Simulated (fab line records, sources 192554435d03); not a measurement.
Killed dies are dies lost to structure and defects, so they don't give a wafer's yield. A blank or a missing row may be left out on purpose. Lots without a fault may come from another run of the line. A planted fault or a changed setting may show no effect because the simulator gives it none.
fab line records | flow n5_finfet
record lots=9 wafers=26 last_day=18
route steps=1938 shown DUMMY_GATE@244 SD_EPI_N@268 BEOL_M4@1111 PASSIVATION@1936
lots that met no fault: from a run of the same line without faults
start_h: hours from the record's first day to the start of the lot's first wafer shown | wait_h: hours since the lot's step before | " the same as in the row above | L1.1+2: a row that stands for several wafers | - no value, or no start given | * or withheld: withheld | < > ~ a bound
route shown NAME@n: a module of which the file shows steps, and the number in the route of the first | usual: mean/standard deviation of fault-free wafers | same: alike in all rows | chamber/n: place in a boat | sites: the reading at each site | _std_site: their standard deviation | _edge_site: outer sites' mean less inner sites' | radius_mm: how far each site lies from the wafer's centre | mask NAME#n: copy n | behind: the tool/chamber that last shaped the wafer | hold: why the lot was held/for how many hours/how that ended | device: the transistor (n, p or np) that didn't switch | end of line: the same wafers' tests at the end of the route | a step without rows: its recipe alone | killed: dies lost to structure and defects at the first sort, not the wafer's yield | map: a wafer's dies, x killed, . not, _ none there
set.NAME: the setting as run; set.NAME@STEP: as run at that earlier step | model.NAME: the simulator's own value behind a step, which no gauge read
steps of the route over a sample of lots; a table a step, a row a wafer
services: from which hour (start_h, from the record's first day; less than 0 if before it) a tool's chamber was out of use, for how many hours, and why
## steps
# step N5_DUMMY_GATE_STRIP_41
# recipe chemistry=O2 power_w=400 temp_c=40 pressure_mtorr=30 rf_frequency_hz=6e+07 bias_power_w=0 overash_fraction=0.3 o2_flow_sccm=225
# usual drypump_motor_current_A=5.7/0.39 oes_product_au=0.76/0.084 rf_vpp_V=3.7/0.51 showerhead_plenum_p_Torr=2.10/0.065 throttle_valve_pct=16.69/0.24
# columns lot.wafer tool chamber start_h wait_h drypump_motor_current_A oes_product_au rf_hours_counter_h rf_vpp_V showerhead_plenum_p_Torr throttle_valve_pct
L318.1 rie_diel-01 2 52.11 0.0 5.6 0.74 147 3.5 2.08 16.30
L318.2 " 0 " " 5.4 0.85 48 4.1 2.15 16.90
L318.6 " 3 " " 5.9 0.86 - 3.1 2.23 16.60
L319.3 rie_diel-06 0 59.10 0.0 5.9 0.71 215 3.5 2.09 16.83
L319.4 " 1 " " 5.5 0.69 - 3.7 2.09 16.65
L319.5 " 2 " " 5.2 0.75 - 2.6 2.18 16.80
L321.1 rie_diel-06 1 70.86 0.0 5.5 0.68 204 3.9 2.09 16.66
L321.3 " 3 " " 5.5 0.99 1 3.9 2.14 16.30
L321.6 " 0 " " 5.9 0.70 - 3.7 2.09 16.83
L324.1 rie_diel-01 0 88.18 0.0 5.4 0.84 59 4.2 2.14 16.93
L324.3 " 1 " " 6.4 0.94 9 4.0 2.06 16.41
L324.5 " 0 " " 5.4 0.84 - 4.1 2.14 16.94
L333.2 rie_diel-01 1 146.14 0.0 6.4 0.90 26 4.2 2.05 16.45
L333.4 " 0 " " 5.4 0.81 76 3.8 2.14 16.97
L333.6 " 3 " " 5.9 0.84 - 4.3 2.22 16.64
L335.2 rie_diel-06 1 155.23 0.0 5.5 0.68 231 3.2 2.08 16.73
L335.4 " 3 " " 5.5 0.92 25 3.7 2.14 16.37
L335.6 " 2 " " 5.2 0.73 - 3.9 2.17 16.88
L336.1 rie_diel-06 2 159.60 0.0 5.2 0.72 183 4.3 2.17 16.86
L336.2 " 0 " " 5.9 0.69 244 4.0 2.08 16.86
L336.5 " 1 " " 5.5 0.67 - 3.4 2.08 16.73
L338.1 rie_diel-02 3 173.53 0.0 6.4 0.67 220 2.7 2.08 16.81
L338.3 " 0 " " 5.9 0.67 231 2.8 1.97 17.14
L339.1 rie_diel-02 2 180.62 0.0 5.8 0.71 191 3.5 2.17 16.83
L339.2 " 0 " " 5.9 0.69 233 3.2 1.97 17.14
L339.3 " 3 " " 6.4 0.67 224 3.8 2.08 16.81
# step N5_DUMMY_GATE_ETCH_42
# recipe chemistry=CHF3/O2 target=SiO2 target_depth_a=35 time_s=31 ion_energy_ev=30 bias_w=12 pressure_mtorr=30 source_w=600 Ar_flow_sccm=200 CHF3_flow_sccm=50 O2_flow_sccm=5
# usual drypump_motor_current_A=5.7/0.41 oes_product_au=0.77/0.083 rf_vpp_V=42.5/0.99 showerhead_plenum_p_Torr=2.41/0.068 throttle_valve_pct=18.80/0.24
# columns lot.wafer tool chamber start_h wait_h drypump_motor_current_A oes_product_au rf_hours_counter_h rf_vpp_V showerhead_plenum_p_Torr throttle_valve_pct
L318.1 rie_diel-02 1 52.57 0.0 5.1 0.80 121 41.0 2.32 18.40
L318.2 " 2 " " 5.8 0.76 152 41.6 2.49 18.74
L318.6 " 3 " " 6.4 0.70 - 41.3 2.39 18.78
L319.3 rie_diel-06 2 59.67 0.2 5.2 0.74 153 42.4 2.52 19.04
L319.4 " 1 " " 5.5 0.69 - 43.1 2.40 18.72
L319.5 " 0 " " 5.9 0.71 - 41.1 2.38 18.82
L321.1 rie_diel-01 3 71.47 0.2 5.9 0.86 74 43.0 2.53 18.62
L321.3 " 0 " " 5.4 0.84 54 44.2 2.45 18.99
L321.6 " 3 " " 5.9 0.85 - 42.6 2.53 18.62
L324.1 rie_diel-06 3 88.65 0.1 5.5 0.97 6 42.0 2.46 18.50
L324.3 " 2 " " 5.2 0.73 161 40.7 2.52 19.05
L324.5 " 2 " " 5.2 0.74 - 44.0 2.52 19.03
L333.2 rie_diel-06 1 146.59 0.0 5.5 0.68 228 42.7 2.39 18.75
L333.4 " 3 " " 5.5 0.92 22 43.2 2.46 18.52
L333.6 " 3 " " 5.5 0.92 - 43.4 2.46 18.53
L335.2 rie_diel-01 0 155.68 0.0 5.4 0.80 79 42.8 2.44 19.04
L335.4 " 2 " " 5.6 0.73 177 44.3 2.41 18.59
L335.6 " 2 " " 5.6 0.73 - 43.0 2.41 18.58
L336.1 rie_diel-01 1 160.05 0.0 6.5 0.89 30 43.4 2.37 18.65
L336.2 " 2 " " 5.6 0.73 178 43.2 2.41 18.59
L336.5 " 1 " " 6.4 0.89 - 42.1 2.37 18.66
L338.1 rie_diel-02 1 173.98 0.0 5.2 0.76 158 42.1 2.31 18.44
L338.3 " 0 " " 5.9 0.69 231 42.8 2.30 19.37
L339.1 rie_diel-06 2 181.07 0.0 5.2 0.72 190 43.3 2.51 19.10
L339.2 " 1 " " 5.5 0.66 241 42.5 2.38 18.77
L339.3 " 3 " " 5.5 0.89 35 43.9 2.45 18.54
# step N5_DUMMY_GATE_INSPECT_27
# recipe inspect_instrument=brightfield mode=aei
# usual raw_defect_count=317/97
# columns lot.wafer tool chamber start_h wait_h raw_defect_count
L318.1 defect_inspect-02 - 52.81 0.0 359
L318.2 " - " " 292
L318.6 " - " " 278
L319.3 defect_inspect-02 - 59.92 0.0 273
L319.4 " - " " 209
L319.5 " - " " 231
L321.1 defect_inspect-01 - 71.70 0.0 187
L321.3 " - " " 356
L321.6 " - " " 347
L324.1 defect_inspect-02 - 88.88 0.0 172
L324.3 " - " " 347
L324.5 " - " " 436
L333.2 defect_inspect-02 - 146.82 0.0 177
L333.4 " - " " 271
L333.6 " - " " 362
L335.2 defect_inspect-02 - 155.91 0.0 236
L335.4 " - " " 311
L335.6 " - " " 531
L336.1 defect_inspect-01 - 160.29 0.0 461
L336.2 " - " " 271
L336.5 " - " " 300
L338.1 defect_inspect-01 - 174.23 0.0 320
L338.3 " - " " 392
L339.1 defect_inspect-02 - 181.30 0.0 359
L339.2 " - " " 334
L339.3 " - " " 352
# step N5_SD_EPI_N_PEB_07
# recipe peb_temp_c=110 peb_time_s=60 resist=CAR-ArF-block
# usual heater_power_total_W=175.3/1.6 plate_temp_C=110.02/0.16
# columns lot.wafer tool chamber start_h wait_h heater_power_total_W plate_temp_C
L318.1 litho_track-02 0 53.80 0.1 174.4 110.04
L318.2 " 0 " " 173.6 109.90
L318.6 " 0 " " 175.5 109.89
L319.3 litho_track-02 0 60.73 0.0 176.0 110.06
L319.4 " 0 " " 176.3 109.98
L319.5 " 0 " " 177.0 109.76
L321.1 litho_track-02 0 72.64 0.1 167.6 106.38
L321.3 " 0 " " 169.5 106.32
L321.6 " 0 " " 165.9 106.38
L324.1 litho_track-02 0 89.69 0.1 166.1 106.51
L324.3 " 0 " " 166.7 106.57
L324.5 " 0 " " 166.3 106.60
L333.2 litho_track-03 0 147.76 0.0 177.6 109.82
L333.4 " 0 " " 177.2 109.81
L333.6 " 0 " " 173.0 109.98
L335.2 litho_track-01 0 159.12 0.0 177.4 109.88
L335.4 " 0 " " 177.5 109.70
L335.6 " 0 " " 174.2 110.08
L336.1 litho_track-02 0 161.23 0.1 176.1 109.85
L336.2 " 0 " " 176.4 109.89
L336.5 " 0 " " 173.0 110.01
L338.1 litho_track-03 0 175.04 0.1 176.6 109.68
L338.3 " 0 " " 174.9 109.81
L339.1 litho_track-03 0 182.31 0.1 174.8 109.72
L339.2 " 0 " " 176.3 109.89
L339.3 " 0 " " 174.6 109.91
# step N5_SD_EPI_N_CD_MEAS_09
# recipe target_cd_nm=120 landing_energy_ev=500 detector=se_inlens
# usual cd_nm=120.2/0.64
# columns lot.wafer tool chamber start_h wait_h cd_nm
L318.1 cd_sem-01 0 53.87 - 119.6
L318.2 " 0 " " 119.6
L318.6 " 0 " " 119.1
L319.3 cd_sem-03 0 60.80 - 120.1
L319.4 " 0 " " 119.8
L319.5 " 0 " " 120.1
L321.1 cd_sem-02 0 72.70 - 109.8
L321.3 " 0 " " 109.8
L321.6 " 0 " " 110.1
L324.1 cd_sem-01 0 89.76 - 109.8
L324.3 " 0 " " 109.7
L324.5 " 0 " " 110.5
L333.2 cd_sem-02 0 147.83 - 121.5
L333.4 " 0 " " 120.6
L333.6 " 0 " " 121.1
L335.2 cd_sem-01 0 159.19 - 120.4
L335.4 " 0 " " 121.5
L335.6 " 0 " " 121.1
L336.1 cd_sem-02 0 161.29 - 120.8
L336.2 " 0 " " 120.0
L336.5 " 0 " " 120.0
L338.1 cd_sem-03 0 175.10 - 120.5
L338.3 " 0 " " 120.6
L339.1 cd_sem-01 0 182.38 - 121.5
L339.2 " 0 " " 120.9
L339.3 " 0 " " 121.2
# step N5_BEOL_M4_RC_MEAS_101
# usual DIBL_N=36.5/1.8 DIBL_P=36.5/2.1 IOFF_N=0.17/0.031 IOFF_P=0.22/0.036 ION_N=677/11 ION_P=463/8 SS_N=71.6/0.61 SS_P=73.3/0.63 VT_N=249/3.1 VT_P=-250/3.3
# columns lot.wafer tool chamber start_h wait_h DIBL_N[mV/V] DIBL_P[mV/V] IOFF_N[nA/um] IOFF_P[nA/um] ION_N[uA/um] ION_P[uA/um] SS_N[mV/dec] SS_P[mV/dec] VT_N[mV] VT_P[mV]
L318.1 prober-01 0 176.20 0.0 37.0 37.2 0.18 0.21 689 466 71.7 73.5 244 -254
L318.2 " 0 " " 34.9 34.1 0.14 0.16 662 451 70.4 72.6 251 -255
L318.6 " 0 " " 37.0 35.9 0.17 0.19 683 453 71.9 73.4 248 -254
L319.3 prober-01 0 180.90 0.3 34.9 36.3 0.16 0.17 684 455 71.6 73.8 249 -252
L319.4 " 0 " " 37.1 39.6 0.19 0.23 679 464 71.9 74.0 246 -251
L319.5 " 0 " " 34.9 36.8 0.16 0.18 673 457 71.8 72.7 249 -255
L321.1 prober-01 0 189.47 0.0 37.0 36.2 0.16 0.20 671 458 71.6 73.5 247 -251
L321.3 " 0 " " 38.6 39.5 0.19 0.25 691 474 71.3 74.3 247 -247
L321.6 " 0 " " 36.6 36.2 0.15 0.20 676 469 70.8 73.4 249 -248
L324.1 prober-01 0 211.96 0.0 36.8 35.8 0.16 0.21 675 460 71.4 73.3 248 -249
L324.3 " 0 " " 33.8 32.8 0.12 0.16 673 459 71.0 72.4 251 -254
L324.5 " 0 " " 35.6 34.7 0.15 0.19 670 461 71.0 72.5 249 -248
L333.2 prober-01 0 271.61 0.2 36.3 36.7 0.15 0.20 667 456 71.2 72.9 251 -250
L333.4 " 0 " " 35.7 34.7 0.13 0.17 663 460 70.9 72.3 252 -252
L333.6 " 0 " " 38.1 38.7 0.18 0.23 690 463 71.9 73.2 249 -249
L336.1 prober-02 0 274.38 0.0 37.5 38.0 0.20 0.29 688 475 72.0 73.8 246 -242
L336.2 " 0 " " 36.0 36.8 0.18 0.27 694 482 71.0 73.5 246 -243
L336.5 " 0 " " 36.7 37.7 0.19 0.30 692 478 71.7 73.9 248 -241
L335.2 prober-02 0 277.49 0.2 38.7 39.5 0.19 0.25 680 469 71.8 73.7 247 -249
L335.4 " 0 " " 35.6 35.4 0.13 0.19 669 461 71.8 73.0 253 -252
L335.6 " 0 " " 38.0 37.7 0.17 0.22 669 460 72.6 73.1 249 -249
L338.1 prober-02 0 309.07 0.0 33.1 32.2 0.11 0.17 649 458 70.5 72.9 253 -252
L338.3 " 0 " " 36.2 36.9 0.17 0.22 664 463 72.0 72.4 251 -249
L339.1 prober-02 0 312.77 0.0 36.9 37.0 0.17 0.25 673 465 71.8 73.1 247 -246
L339.2 " 0 " " 38.9 39.9 0.21 0.29 687 476 72.7 73.8 247 -243
L339.3 " 0 " " 35.3 35.8 0.16 0.22 683 472 71.2 72.8 250 -248
# step N5_PASSIVATION_PROBE_49
# usual defect_limited_yield=91.4/1.5 killed_at_M0_to_M3=35/11 killed_at_M4_up=16/7 killed_at_contacts=11/5.3 killed_at_front_end=37/11 killed_at_other=3.1/2.8 killed_dies=102/18 killed_open=69/15 killed_short=31/7.8 sort_bin_5_function=5.1/1.1 sort_bin_6_memory=3.2/0.69 sort_n_pass=1078/18 sort_yield_pct=91.4/1.5
# same gross_dies=1180 killed_at_back_side=0 sort_bin_4_leakage[%]=0 sort_bin_8_speed[%]=0
# columns lot.wafer tool chamber start_h wait_h defect_limited_yield[%] killed_at_M0_to_M3 killed_at_M4_up killed_at_contacts killed_at_front_end killed_at_other killed_dies killed_open killed_short sort_bin_5_function[%] sort_bin_6_memory[%] sort_n_pass sort_yield_pct[%]
L321.3 prober-01 - 301.13 0.1 88.5 42 34 22 36 2 136 109 25 6.9 4.5 1044 88.5
L321.6 prober-01 - 301.28 0.3 90.9 33 18 13 40 3 107 72 32 5.9 2.9 1073 90.9
L324.1 prober-01 - 313.43 0.0 90.9 56 6 11 32 2 107 59 47 5.6 3.1 1073 90.9
L324.3 prober-01 - 313.53 0.1 87.5 64 21 17 45 0 147 90 51 7.3 4.6 1033 87.5
L324.5 prober-01 - 313.63 0.2 91.5 42 12 11 33 2 100 62 34 4.8 3.4 1080 91.5
# killed by level:class
L321.3 MOL_CONTACT_COAG:geometric_particle:open=20 BEOL_M4:geometric_particle:open=18 STI_FIN_REVEAL:geometric_particle:open=14 BEOL_M0_SAQP:geometric_particle:open=9 DUMMY_GATE:geometric_particle:open=9 BEOL_M3:geometric_particle:open=9 BEOL_M5:geometric_particle:open=8 BEOL_M2:geometric_particle:open=7
L321.6 MOL_CONTACT_COAG:geometric_particle:open=12 BEOL_M3:geometric_particle:open=12 BEOL_M4:geometric_particle:open=11 FIN_SAQP:geometric_particle:short=9 BEOL_M2:geometric_particle:open=7 STI_FIN_REVEAL:geometric_particle:open=6 BEOL_M0_SAQP:geometric_particle:short=5 STARTING-WAFER:geometric_particle:open=4
L324.1 BEOL_M0_SAQP:geometric_particle:short=22 BEOL_M0_SAQP:geometric_particle:open=18 MOL_CONTACT_COAG:geometric_particle:open=9 BEOL_M1:geometric_particle:open=6 GATE_CUT:geometric_particle:short=5 FIN_SAQP:geometric_particle:open=4 FIN_SAQP:geometric_particle:short=4 STI_FIN_REVEAL:geometric_particle:open=3
L324.3 BEOL_M0_SAQP:geometric_particle:open=30 BEOL_M0_SAQP:geometric_particle:short=27 FIN_SAQP:geometric_particle:open=18 MOL_CONTACT_COAG:geometric_particle:open=13 FIN_SAQP:geometric_particle:short=9 BEOL_M4:geometric_particle:open=8 DUMMY_GATE:geometric_particle:open=5 MOL_CONTACT_COAG:geometric_particle:short=4
L324.5 BEOL_M0_SAQP:geometric_particle:open=15 BEOL_M0_SAQP:geometric_particle:short=14 MOL_CONTACT_COAG:geometric_particle:open=9 FIN_SAQP:geometric_particle:open=6 BEOL_M4:geometric_particle:open=6 DUMMY_GATE:geometric_particle:open=5 BEOL_M1:geometric_particle:open=5 FIN_SAQP:geometric_particle:short=4
## services
# columns tool chamber start_h hours kind
rie_diel-02 1 30.25 1.6 repair
rie_diel-02 0 35.62 16.3 repair
litho_track-01 - 39.24 - consumable_replace:filter
rie_diel-06 3 43.55 - clean
rie_diel-06 3 43.55 - consumable_replace:focus_ring
rie_diel-06 3 43.55 21.8 scheduled_down
rie_diel-06 3 43.55 21.8 vent_cycle
rie_diel-01 1 107.72 3.6 repair
rie_diel-06 2 162.47 4.1 repair
rie_diel-01 - 165.45 15.6 pm
rie_diel-06 0 175.79 - clean
rie_diel-06 0 175.79 - consumable_replace:focus_ring
rie_diel-06 0 175.79 25.3 scheduled_down
rie_diel-06 0 175.79 25.3 vent_cycle
## key
first_sign step=N5_SD_EPI_N_PEB_07 reading=plate_temp_C direction=down sigmas=23 usual=* struck=*
effect step=N5_SD_EPI_N_PEB_07 reading=heater_power_total_W direction=down sigmas=5.3 usual=* struck=*
effect step=N5_SD_EPI_N_CD_MEAS_09 reading=cd_nm direction=down sigmas=16 usual=120.2 struck=109.9
met_at N5_SD_EPI_N_PEB_07
struck_lots L321,L324
not_acting_at N5_DUMMY_GATE_STRIP_41,N5_DUMMY_GATE_ETCH_42,N5_DUMMY_GATE_INSPECT_27
onset_between 60.73 72.64
fault kind=process_parameter_drift tool=litho_track-02 chamber=- onset_h=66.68 steps=N5_SD_EPI_N_PEB_07 channel=peb_temp_c offset=* shape=step end_h=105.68 acts_in=* stated=*
